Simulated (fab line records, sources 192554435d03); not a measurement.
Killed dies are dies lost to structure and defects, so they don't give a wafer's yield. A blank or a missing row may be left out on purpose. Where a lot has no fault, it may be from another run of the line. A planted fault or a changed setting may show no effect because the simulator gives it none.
A single fault, viewed from 3 desks    flow n5-finfet    each desk has only its own numbers; what lay behind them comes last

== THE DEFECT DESK ==
Per lot, the means of the sampled wafers with a number show what the inspections along the route counted. Any lot whose mean is over 4 standard deviations away from the usual mean is out of limits and marked OUT; that distance is given in the brackets.
Columns: A = raw-defect-count at N5_BEOL_M4_INSPECT_13, usual 435
lot   first seen here  A
L747  day 7 14:23      472
L749  day 7 23:48      507
L756  day 9 12:37      366
L757  day 10 04:46     525
L762  day 11 16:58     383
L764  day 11 21:31     397
L763  day 11 23:53     354
L765  day 12 01:02     382
L767  day 12 05:22     394
L770  day 13 17:03     622
This desk's verdict: no lot among the 10 shows anything out of limits.

== FROM THE METROLOGY DESK ==
Lot by lot, what the gauges showed, no matter which tool ran the lot: averages of those sampled wafers that carry a number. Any lot whose mean is over 4 standard deviations away from the usual mean is out of limits and marked OUT; that distance is given in the brackets. Readings shown: 7 out of 13 (the first out of limits, and those lying furthest out on some lot).
Columns: A = trench-depth-nm at N5_BEOL_M4_OCD_MEAS_38, usual 55.8 nm; B = M4_THK at N5_BEOL_M4_THK_MEAS_53, usual 41.4 nm; C = DIBL_N at N5_BEOL_M4_RC_MEAS_101, usual 36.0 mV/V; D = IOFF_N at N5_BEOL_M4_RC_MEAS_101, usual 0.16 nA/um; E = ION_N at N5_BEOL_M4_RC_MEAS_101, usual 675 uA/um; F = SS_N at N5_BEOL_M4_RC_MEAS_101, usual 71.5 mV/dec; G = VT_N at N5_BEOL_M4_RC_MEAS_101, usual 250 mV
lot   first seen here  A                B     C     D     E    F     G
L747  day 7 15:21      56.1             42.1  37.0  0.18  671  71.7  250
L749  day 8 00:42      57.0             42.6  36.3  0.17  684  70.9  246
L756  day 9 13:43      19.1 (-23) OUT   -     -     -     -    -     -
L757  day 10 05:42     39.9 (-9.9) OUT  42.8  35.7  0.15  659  71.7  252
L762  day 11 17:59     57.0             43.9  37.6  0.20  688  72.0  248
L764  day 11 22:32     56.5             39.8  34.5  0.13  668  71.2  252
L763  day 12 00:56     57.0             40.0  37.3  0.19  670  72.2  248
L765  day 12 01:54     57.0             42.5  36.5  0.17  681  71.2  249
L767  day 12 06:29     55.2             40.6  34.9  0.13  674  71.0  253
L770  day 13 18:00     56.0             40.8  38.7  0.20  684  72.9  248
This desk's finding: out of limits on L756, L757; first on L756, day 9 15:47 (trench-depth-nm at N5_BEOL_M4_OCD_MEAS_38). L747, L749, L762, L764, L763, L765, L767, L770: within limits.

== AT THE TOOL OWNER'S DESK: rie-metal-03 ==
The tool's own readings at N5_BEOL_M4_HM_OPEN_17 (chemistry Cl2/BCl3, target TiN, target depth 20 nm, overetch 6 nm): means of the sampled wafers that have a number, for each lot that ran on this tool. Any lot whose mean is over 4 standard deviations away from the usual mean is out of limits and marked OUT; that distance is given in the brackets.
Columns: A = drypump-motor-current-A at N5_BEOL_M4_HM_OPEN_17, usual 5.6 A; B = oes-product-au at N5_BEOL_M4_HM_OPEN_17, usual 0.67 a.u.; C = throttle-valve-pct at N5_BEOL_M4_HM_OPEN_17, usual 22.1 %
lot   first seen here  A    B     C
L749  day 8 00:05      5.4  0.80  22.3
L756  day 9 13:11      5.7  0.69  22.0
L757  day 10 05:03     5.7  0.71  22.0
L770  day 13 17:20     5.5  0.73  22.3
This desk's verdict: no lot among the 4 shows anything out of limits.

== ALL TOGETHER ==
At day 9 15:47 the metrology desk could have sounded an alarm, on L756, L757.
No out-of-limits result turned up at the defect desk.
Nothing out of limits was seen by the tool owner's desk.
The defect desk has L756, L757 on record, within its limits.
Tool owner's desk: L756, L757 on record, inside its limits.
On rie-metal-03, each named lot ran N5_BEOL_M4_HM_OPEN_17.

== WHAT THE SIMULATOR HAD INSERTED ==
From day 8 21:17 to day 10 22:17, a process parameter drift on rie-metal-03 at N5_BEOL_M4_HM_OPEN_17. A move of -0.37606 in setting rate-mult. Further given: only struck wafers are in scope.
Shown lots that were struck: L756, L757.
Delay in hours, fault start to first out-of-limits reading, per desk: metrology desk 19.
